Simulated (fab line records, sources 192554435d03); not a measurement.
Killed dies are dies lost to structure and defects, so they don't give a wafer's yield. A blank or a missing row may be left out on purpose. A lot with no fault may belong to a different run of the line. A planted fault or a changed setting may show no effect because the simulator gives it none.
Chamber matching | flow n5_finfet | N5_BEOL_M1_CO_CAP_55 on cvd_co-01: 3 sister chambers
The step material Co, precursor CCTBA/H2, target thk 2 nm, time 102.1 s. 3 wafers are shown with their chamber, then 12 later ones without.

== WAFERS, EACH WITH ITS CHAMBER ==
wafer  | chamber | heater_power_w (W)
L092.2 | 2       | 231
L092.4 | 0       | 215
L092.6 | 1       | 198

== WAFERS WITH NO CHAMBER GIVEN ==
wafer  | heater_power_w (W)
L093.1 | 205
L093.5 | 195
L093.6 | 231
L094.2 | 201
L094.3 | 232
L094.5 | 232
L095.1 | 219
L095.2 | 198
L095.4 | 214
L097.2 | 230
L097.3 | 217
L097.6 | 199

== EACH ONE'S CHAMBER ==
wafer  | from the rows above     | in truth
L093.1 | can't be placed: 1 or 0 | 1
L093.5 | 1                       | 1
L093.6 | 2                       | 2
L094.2 | 1                       | 1
L094.3 | 2                       | 2
L094.5 | 2                       | 2
L095.1 | 0                       | 0
L095.2 | 1                       | 1
L095.4 | 0                       | 0
L097.2 | 2                       | 2
L097.3 | 0                       | 0
L097.6 | 1                       | 1
Placed correctly: 11 of 12. Cannot be placed on the basis of these rows: 1; the candidates contain the true chamber in 1. 0 placed wrongly.
How it was worked out, from the rows above alone: a wafer's distance from a chamber is the root of the sum, over the readings, of the square of ((its reading less the chamber's mean) divided by the reading's scatter). The wafer belongs to the nearest chamber; if the next one is less than 2 further off, it can't be placed. The mean given for a chamber averages the wafers shown for that chamber. The scatter (one wafer shown for each chamber): square how far every hidden wafer sits from the nearest shown wafer, average those squares and take the square root.
